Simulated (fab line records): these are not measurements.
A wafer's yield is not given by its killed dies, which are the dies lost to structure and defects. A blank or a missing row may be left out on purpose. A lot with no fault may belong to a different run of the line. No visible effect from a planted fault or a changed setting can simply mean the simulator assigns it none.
2 desks looking at one fault	flow n5_finfet	what lay behind the numbers comes last; until then each desk has only its own

## AT THE TOOL OWNER'S DESK: cvd_co-01
The tool's own readings at N5_BEOL_M2_CVD_47 (deposits Co from CCTBA/H2, target thk 3 nm, time 223.8 s): means of the sampled wafers that have a number, for each lot that ran on this tool. The brackets show how far a lot's mean lies from the usual mean; more than 4 standard deviations puts the lot out of limits, marked OUT.
Columns: A = run_length_s at N5_BEOL_M2_CVD_47, usual 246.8 s
lot	first seen here	A
L345	day 7 14:17	246.0
L346	day 8 00:27	246.2
L349	day 8 21:22	207.0 (-74) OUT
L351	day 8 23:26	193.6 (-99) OUT
L354	day 9 16:15	206.0 (-76) OUT
L363	day 12 17:35	246.6
L365	day 13 19:46	246.5
L366	day 13 23:50	246.3
This desk's finding: out of limits on L349, L351, L354; first on L349, day 8 21:22 (run_length_s at N5_BEOL_M2_CVD_47). Within limits: L345, L346, L363, L365, L366.

## METROLOGY DESK
Lot by lot, what the gauges showed, no matter which tool ran the lot: averages of those sampled wafers that carry a number. The brackets show how far a lot's mean lies from the usual mean; more than 4 standard deviations puts the lot out of limits, marked OUT. 7 of its 10 readings are shown, namely those furthest out on some lot.
Columns: A = DIBL_N at N5_BEOL_M4_RC_MEAS_101, usual 35.1 mV/V; B = IOFF_N at N5_BEOL_M4_RC_MEAS_101, usual 0.143 nA/um; C = IOFF_P at N5_BEOL_M4_RC_MEAS_101, usual 0.21 nA/um; D = ION_N at N5_BEOL_M4_RC_MEAS_101, usual 671 uA/um; E = SS_P at N5_BEOL_M4_RC_MEAS_101, usual 73.0 mV/dec; F = VT_N at N5_BEOL_M4_RC_MEAS_101, usual 251 mV; G = VT_P at N5_BEOL_M4_RC_MEAS_101, usual -250 mV
lot	first seen here	A	B	C	D	E	F	G
L343	day 8 19:02	36.6	0.184	0.24	685	73.2	247	-244
L345	day 8 23:17	34.2	0.131	0.20	674	72.7	252	-249
L346	day 9 04:28	33.6	0.133	0.17	674	72.8	251	-254
L351	day 10 14:44	35.3	0.135	0.21	673	73.1	251	-249
L349	day 11 01:19	33.2	0.124	0.20	668	72.5	252	-250
L354	day 11 10:17	34.9	0.124	0.17	662	73.3	254	-255
L363	day 14 18:48	36.0	0.150	0.23	668	73.0	251	-249
L364	day 14 19:01	35.7	0.171	0.22	677	73.5	250	-249
L365	day 15 03:55	36.5	0.151	0.25	674	73.7	251	-245
L366	day 15 04:52	35.0	0.135	0.22	668	73.1	249	-248
Finding of this desk: none of the 10 lots has anything out of limits.

## TAKEN TOGETHER
The tool owner's desk could have raised an alarm at day 8 21:22, on L349, L351, L354.
From the metrology desk's view, nothing was out of limits.
The metrology desk has L349, L351, L354 on record, within its limits.
The lots listed all ran N5_BEOL_M2_CVD_47 on cvd_co-01.

## WHAT HAD BEEN PUT IN BY THE SIMULATOR
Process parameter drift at N5_BEOL_M2_CVD_47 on cvd_co-01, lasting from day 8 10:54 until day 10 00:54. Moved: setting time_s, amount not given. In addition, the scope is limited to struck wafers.
Shown lots that were struck: L349, L351, L354.
Each desk's first reading out of limits, in hours after the fault started: the tool owner's desk, 10.
